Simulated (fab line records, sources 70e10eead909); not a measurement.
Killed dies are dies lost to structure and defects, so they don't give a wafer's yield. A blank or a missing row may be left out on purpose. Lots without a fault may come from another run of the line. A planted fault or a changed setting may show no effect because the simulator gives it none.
Chamber matching | flow nand_harc | NHARC_P_BONDPAD_CMP_19 on cmp-04: 4 sister chambers
The step polishes, t overpolish 30 s, cu recess touch 16 s, target thk 160.81 nm. 18 wafers are shown with their chamber, then 9 later ones without.

WAFERS WITH THEIR CHAMBER
wafer  | chamber | motor_current_A (A) | overpolish_run_s (s) | slurry_flow_ml_min
L075.1 | 0       | 11.2                | 30.000               | 149.6
L075.2 | 2       | 11.0                | 29.988               | 150.3
L075.5 | 1       | 10.0                | 29.990               | 150.4
L080.2 | 0       | 11.3                | 30.002               | 150.4
L080.4 | 3       | 11.2                | 29.985               | 150.1
L080.5 | 2       | 11.4                | 29.995               | 149.8
L084.1 | 1       | 9.6                 | 29.986               | 150.0
L084.2 | 2       | 11.2                | 29.982               | 149.6
L084.3 | 0       | 11.0                | 30.012               | 150.2
L089.2 | 3       | 11.7                | 29.992               | 150.6
L089.4 | 0       | 11.3                | 29.987               | 150.1
L089.5 | 1       | 10.2                | 29.990               | 150.5
L088.3 | 1       | 9.8                 | 29.998               | 150.2
L088.5 | 0       | 11.8                | 29.991               | 151.1
L088.6 | 3       | 11.4                | 29.998               | 149.5
L090.1 | 1       | 10.2                | 30.002               | 150.3
L090.2 | 0       | 12.0                | 29.998               | 150.4
L090.3 | 3       | 11.7                | 29.991               | 149.7

SIGNATURES (means of the wafers above)
reading            | chamber 0 | chamber 1 | chamber 2 | chamber 3 | scatter within a chamber
motor_current_A    | 11.433    | 9.960     | 11.200    | 11.500    | 0.301
overpolish_run_s   | 29.99833  | 29.99320  | 29.98833  | 29.99150  | 0.00721
slurry_flow_ml_min | 150.300   | 150.280   | 149.900   | 149.975   | 0.407
Rule: a wafer's distance from a chamber is the root of the sum, over the readings, of the square of ((its reading less the chamber's mean) divided by the reading's scatter). The wafer belongs to the nearest chamber; if the next one is less than 2 further off, it can't be placed. The scatter: the root of (the sum of the squares of (reading less its chamber's mean) over the shown wafers, divided by (wafers less chambers)).

WAFERS WITHOUT THEIR CHAMBER
wafer  | motor_current_A (A) | overpolish_run_s (s) | slurry_flow_ml_min
L091.2 | 9.8                 | 30.006               | 150.1
L091.3 | 11.4                | 29.997               | 149.9
L091.6 | 11.3                | 30.002               | 149.7
L095.1 | 11.6                | 29.993               | 149.5
L095.4 | 11.4                | 30.016               | 149.8
L095.5 | 11.7                | 30.007               | 150.2
L097.1 | 9.2                 | 30.009               | 150.2
L097.3 | 11.7                | 29.985               | 150.1
L097.4 | 10.9                | 29.988               | 150.7

WHICH CHAMBER EACH WENT THROUGH
wafer  | from the rows above               | in truth
L091.2 | 1                                 | 1
L091.3 | can't be placed: 3 or 0 or 2      | 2
L091.6 | can't be placed: 0 or 3 or 2      | 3
L095.1 | can't be placed: 3 or 2 or 0      | 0
L095.4 | can't be placed: 0 or 3 or 2      | 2
L095.5 | can't be placed: 0 or 3 or 2      | 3
L097.1 | 1                                 | 1
L097.3 | can't be placed: 3 or 2 or 0      | 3
L097.4 | can't be placed: 2 or 0 or 3 or 1 | 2
Placed correctly: 2 of 9. Can't be placed from these rows: 7 (the true chamber is among the candidates in 7). Placed wrongly: 0.
